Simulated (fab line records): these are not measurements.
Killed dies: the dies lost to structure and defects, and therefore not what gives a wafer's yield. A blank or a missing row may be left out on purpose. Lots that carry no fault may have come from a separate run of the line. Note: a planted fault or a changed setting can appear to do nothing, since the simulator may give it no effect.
What tool caused it?    flow nand-harc    Sampling: 12 lots, 36 wafers, 5 of 1159 route steps

WHAT THE GAUGES SHOWED, per wafer
NHARC_P_M1_THK_MEAS_24: measures by xrf.
lot   measured      on             thk-nm (nm)
L273  day 5 21:44   film-metro-02  159.1 156.9 157.6
L274  day 6 08:05   film-metro-01  160.3 158.3 157.0
L279  day 8 03:22   film-metro-01  155.1 157.7 157.1
L281  day 8 04:05   film-metro-01  157.2 158.1 155.9
L280  day 8 04:11   film-metro-01  158.1 158.1 158.3
L285  day 9 06:43   film-metro-02  157.0 159.0 159.0
L287  day 9 19:13   film-metro-02  156.3 156.5 156.8
L289  day 10 02:30  film-metro-01  158.6 159.7 159.8
L290  day 10 05:11  film-metro-02  158.5 157.3 158.1
L294  day 11 02:19  film-metro-02  157.6 158.8 157.1
L293  day 11 05:14  film-metro-02  155.3 157.0 156.6
L296  day 11 12:46  film-metro-02  157.7 156.4 158.0

NHARC_P_M2_OVL_MEAS_10: pitch 340 nm.
lot   measured      on          overlay-x-nm (nm)  overlay-y-nm (nm)
L273  day 5 23:22   overlay-02  -0.2 -0.4 -0.3     0.1 0.4 -0.1
L274  day 6 09:46   overlay-02  -0.4 -0.8 -1.2     0.9 1.2 0.4
L279  day 8 05:01   overlay-01  -0.6 -0.9 -0.5     -1.3 -1.0 -1.6
L281  day 8 06:01   overlay-02  0.9 0.4 0.0        0.0 0.3 0.2
L280  day 8 06:17   overlay-01  1.1 0.6 0.8        -1.3 -1.2 -0.5
L285  day 9 08:26   overlay-01  -0.3 0.6 0.2       0.7 0.5 0.7
L287  day 9 20:56   overlay-01  0.7 0.7 0.6        1.2 0.9 0.5
L289  day 10 06:40  overlay-01  -0.1 -0.2 -0.2     -1.2 -1.5 -0.6
L290  day 10 06:49  overlay-02  -0.2 -1.2 -0.6     -0.5 -1.0 -0.8
L294  day 11 04:06  overlay-02  -0.9 -1.2 -0.7     -0.2 -0.7 -0.5
L293  day 11 07:23  overlay-01  -0.3 -0.1 0.0      1.8 1.4 1.7
L296  day 11 14:46  overlay-01  0.0 0.8 0.4        -1.4 -0.6 -1.5

NHARC_END_SORT_01.
lot   measured      on         defect-limited-yield (%)  killed-at-array  killed-at-other  killed-at-periphery  killed-dies  killed-open  killed-short  sort_bin_2_pct (%)  sort_bin_3_pct (%)  sort_bin_4_pct (%)  sort-n-pass  sort-rim-yield-pct (%)  sort-yield-pct (%)
L287  day 23 15:14  prober-01  0 0 0                     32 32 32         0 0 0            645 645 645          677 677 677  5 2 3        1 0 1         96.3 96.9 96.2      0.59 0.15 0.59      3.1 3.0 3.2         0 0 0        0 0 0                   0 0 0
L289  day 23 21:16  prober-02  0 0 0                     35 23 29         1 0 3            641 654 645          677 677 677  2 2 3        2 0 0         96.5 97.3 96.3      0.30 0.30 0.44      3.2 2.4 3.2         0 0 0        0 0 0                   0 0 0
L290  day 23 05:47  prober-02  94.1 93.5 93.6            35 42 38         1 0 1            4 2 4                40 44 43     4 1 2        2 2 2         1.8 1.5 1.6         0.44 0.30 0.59      3.7 4.7 4.1         637 633 634  98.1 99.1 96.2          94.1 93.5 93.6
L294  day 24 07:20  prober-01  91.6 90.4 92.8            53 64 48         0 0 0            4 1 1                57 65 49     3 1 2        4 1 1         2.7 3.2 2.1         0.15 0.74 0.30      5.6 5.6 4.9         620 612 628  96.2 98.1 94.3          91.6 90.4 92.8

WHICH TOOL RAN EACH LOT (tool, then ch and the chambers of the sampled wafers, then the start)
lot   NHARC_P_M2_ETCH_15                  NHARC_P_M2_PRE_CLEAN_30
L273  rie-diel-13 ch 1,2, day 5 23:41     pvd-sputter-01, no start
L274  rie-diel-02 ch 1,2,3, day 6 10:02   pvd-sputter-01, no start
L279  rie-diel-02 ch 1,2,3, day 8 05:17   pvd-sputter-01, no start
L281  rie-diel-02 ch 0,1, day 8 06:17     pvd-sputter-02, no start
L280  rie-diel-06 ch 0,3, day 8 06:34     pvd-sputter-01, no start
L285  rie-diel-02 ch 0,1,3, day 9 08:44   pvd-sputter-02, no start
L287  rie-diel-06 ch 0,1,3, day 9 21:23   pvd-sputter-03, day 23 15:14 or earlier
L289  rie-diel-02 ch 1,2, day 10 06:58    pvd-sputter-01, day 23 21:16 or earlier
L290  rie-diel-02 ch 0,1,3, day 10 07:07  pvd-sputter-03, day 23 05:47 or earlier
L294  rie-diel-02 ch 1,2,3, day 11 04:24  pvd-sputter-01, day 24 07:20 or earlier
L293  rie-diel-02 ch 0,1,3, day 11 07:40  pvd-sputter-02, no start
L296  rie-diel-06 ch 1,2, day 11 15:02    pvd-sputter-01, no start
- NHARC_P_M2_ETCH_15: etches the open film in C4F8/Ar, target depth 182.5 nm, time 91.2 s.
- NHARC_P_M2_PRE_CLEAN_30: time 30 s.

WHAT THE TOOLS THEMSELVES READ (means of the sampled wafers that have a number; where no wafer has one, the mark that the record gives instead)
NHARC_P_M2_ETCH_15.
lot   tool         bias-w (W)  chamber-pressure-mTorr (mTorr)  oes-product-au (a.u.)  rf-vpp-V (V)
L273  rie-diel-13  299.0       25.030                          0.960                  441.3
L274  rie-diel-02  300.2       24.995                          0.941                  441.9
L279  rie-diel-02  300.6       24.974                          0.974                  442.2
L281  rie-diel-02  300.1       25.009                          0.973                  439.6
L280  rie-diel-06  300.3       25.010                          0.928                  442.9
L285  rie-diel-02  299.7       24.999                          0.972                  440.6
L287  rie-diel-06  -           -                               -                      -
L289  rie-diel-02  -           -                               -                      -
L290  rie-diel-02  300.0       24.989                          0.962                  440.9
L294  rie-diel-02  300.7       24.971                          0.976                  441.7
L293  rie-diel-02  299.9       25.008                          0.969                  441.1
L296  rie-diel-06  301.3       24.984                          0.971                  441.6

NHARC_P_M2_PRE_CLEAN_30.
lot   tool            heater-power-w (W)  susceptor-temp-C (C)
L273  pvd-sputter-01  366                 280.10
L274  pvd-sputter-01  368                 279.95
L279  pvd-sputter-01  389                 -
L281  pvd-sputter-02  466                 280.07
L280  pvd-sputter-01  370                 -
L285  pvd-sputter-02  439                 279.95
L287  pvd-sputter-03  381                 279.89
L289  pvd-sputter-01  380                 279.83
L290  pvd-sputter-03  394                 280.24
L294  pvd-sputter-01  398                 -
L293  pvd-sputter-02  457                 279.92
L296  pvd-sputter-01  375                 280.13

THE ANSWER, worked out from the rows above alone
Rule: the usual values come from the lots themselves. Put in order of their means at a reading, lots are off if they are a third of the lots or fewer, leave a main group of 4 or more, and stand apart from it by a gap of 3 or more times the standard deviation of the main group's means; of several such gaps the widest counts. Not used: any main group whose means are identical at the precision the tables above print for the reading. A lot without any number at a reading at which 4 lots or more have one is off too. All remaining lots with rows at the step are treated as sound. After the gauges, taken in route order, come the tools' own readings; for these a lot's mean is taken, as printed above. At the first step where some lot is off, the reading lying furthest off is the one used; lots without a number count as furthest.
Off at NHARC_P_M2_ETCH_15 (bias-w): L287, L289. Without a number there: L287, L289. Mean 300.2 W and standard deviation 0.59 in the main group.
A tool fits if, at that step or a process step before it, it ran every lot that is off, and no sound lot after the first of them. No candidate that was tried fits.

WHAT WAS PUT IN BY THE SIMULATOR
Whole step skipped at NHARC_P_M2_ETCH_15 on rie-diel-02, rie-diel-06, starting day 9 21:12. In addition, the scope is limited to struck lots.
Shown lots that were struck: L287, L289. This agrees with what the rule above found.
